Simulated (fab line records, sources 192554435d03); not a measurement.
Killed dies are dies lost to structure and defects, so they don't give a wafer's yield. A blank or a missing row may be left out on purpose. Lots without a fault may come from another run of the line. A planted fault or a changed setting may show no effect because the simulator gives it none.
A struck lot beside a sound one | flow n5_finfet | 35 steps out of a route of 1938
Sound: wafers L462.2, L462.3, L462.4. Struck: wafer L471.5. (L471.3, L471.6 of the same lot were not struck and are left out.) The cause comes at the end.
At each step with rows: each side's tool, then ch and its chambers, then its first start. Under that, the readings that differ: sound wafers | struck wafers | difference of the means | sigmas: that difference in standard deviations of wafers without a fault.
alike: readings whose means differ by less than 2 such deviations, and words and numbers that are the same on both sides. not compared: withheld readings, readings that some wafer has no value for, bounds like >300 that may hide the same value, and numbers for which the record gives no deviation and whose values overlap.
The two part at a step that has a row with sigmas, a row that says differs or no value, or rows on one side only. Numbers that don't overlap but have no deviation are shown without sigmas and don't part them. A reading that every wafer of one side lacks parts them only if that side has two wafers or more.

first, 9 steps without rows for these wafers: N5_BEOL_M15_COAT_22 (resist thk 800 nm); N5_BEOL_M15_EBR_24; N5_BEOL_M15_SOFTBAKE_23 (time 60 s); N5_BEOL_M15_EXPOSE_25 (exposes mask M15, target cd 400 nm); N5_BEOL_M15_PEB_26 (peb time 90 s); N5_BEOL_M15_DEVELOP_27 (develop time 45 s); N5_BEOL_M15_HARDBAKE_32 (time 120 s); N5_BEOL_M15_DESCUM_33 (chemistry O2, time 7.9 s); N5_BEOL_M15_ETCH_61 (etches BARC in N2/H2, target depth 89 nm, overetch 26.7 nm, time 67.9 s).
N5_BEOL_M15_TRENCH_ETCH_34: etches SiO2 in C4F8/O2/Ar, target depth 872.93 nm, time 199 s.
  sound on rie_diel-01 ch 0,2,3, day 13 01:05; struck on rie_diel-01 ch 2, day 16 15:40
  alike: C4F8_flow_sccm, drypump_motor_current_A, oes_product_au, rf_vpp_V, showerhead_plenum_p_Torr, throttle_valve_pct
  not compared: rf_hours_counter_h
then, 24 steps without rows for these wafers: N5_BEOL_M15_STRIP_36 (strips in O2); N5_BEOL_M15_STRIP_62 (strips in O2); N5_BEOL_M15_STRIP_37 (strips in O2); N5_BEOL_M15_ETCH_38 (etches SiCN in CF4/N2, target depth 106.4 nm, time 120.5 s); N5_BEOL_M15_PRECLEAN_39 (cleans in residue remover, time 60 s); N5_BEOL_M15_SRD_40 (time 30 s, dry time 30 s); N5_BEOL_M15_DEGAS_41 (time 60 s); N5_BEOL_M15_PRE_CLEAN_42 (time 30 s); N5_BEOL_M15_SPUTTER_43 (material TaN, target thk 15 nm, time 24.19 s); N5_BEOL_M15_SPUTTER_44 (material Ta, target thk 15 nm, time 24.19 s); N5_BEOL_M15_SPUTTER_45 (material Cu, target thk 100 nm, time 16.67 s); N5_BEOL_M15_ECD_47 (material Cu, target thk 1860 nm); N5_BEOL_M15_ANNEAL_48 (time 90 s); N5_BEOL_M15_CMP_49 (polishes, stops on SiO2, t overpolish 4.9 s, target thk 850 nm); N5_BEOL_M15_PRE_CLEAN_52 (time 15 s); N5_BEOL_M15_DEP_53 (deposits SiCN from 3MS/NH3, target thk 50 nm, time 17.8 s); N5_PASSIVATION_PECVD_00 (deposits SiO2 from SiH4/N2O, target thk 200 nm, time 11.2 s); N5_MIM_BOT_DEGAS_01 (time 60 s); N5_MIM_BOT_SPUTTER_00 (material TiN, target thk 35 nm, time 89.7 s); N5_MIM_TOP_ALD_00 (deposits Al2O3, purge time 3 s, co reactant pulse time 3 s); N5_MIM_TOP_ALD_01 (deposits HfO2, target thk 5.6 nm, pulse time 1 s, purge time 3 s); N5_MIM_TOP_ALD_02 (deposits Al2O3, purge time 3 s, co reactant pulse time 3 s); N5_MIM_TOP_DEGAS_04 (time 60 s); N5_MIM_TOP_SPUTTER_03 (material TiN, target thk 35 nm, time 89.7 s).
N5_PASSIVATION_PROBE_49:
  the record has rows for the struck wafers here (prober-02, day 17 11:44) and none for the sound ones

WHERE THEY PART
Only at N5_PASSIVATION_PROBE_49, within this record.

WHY: what the simulator had put in
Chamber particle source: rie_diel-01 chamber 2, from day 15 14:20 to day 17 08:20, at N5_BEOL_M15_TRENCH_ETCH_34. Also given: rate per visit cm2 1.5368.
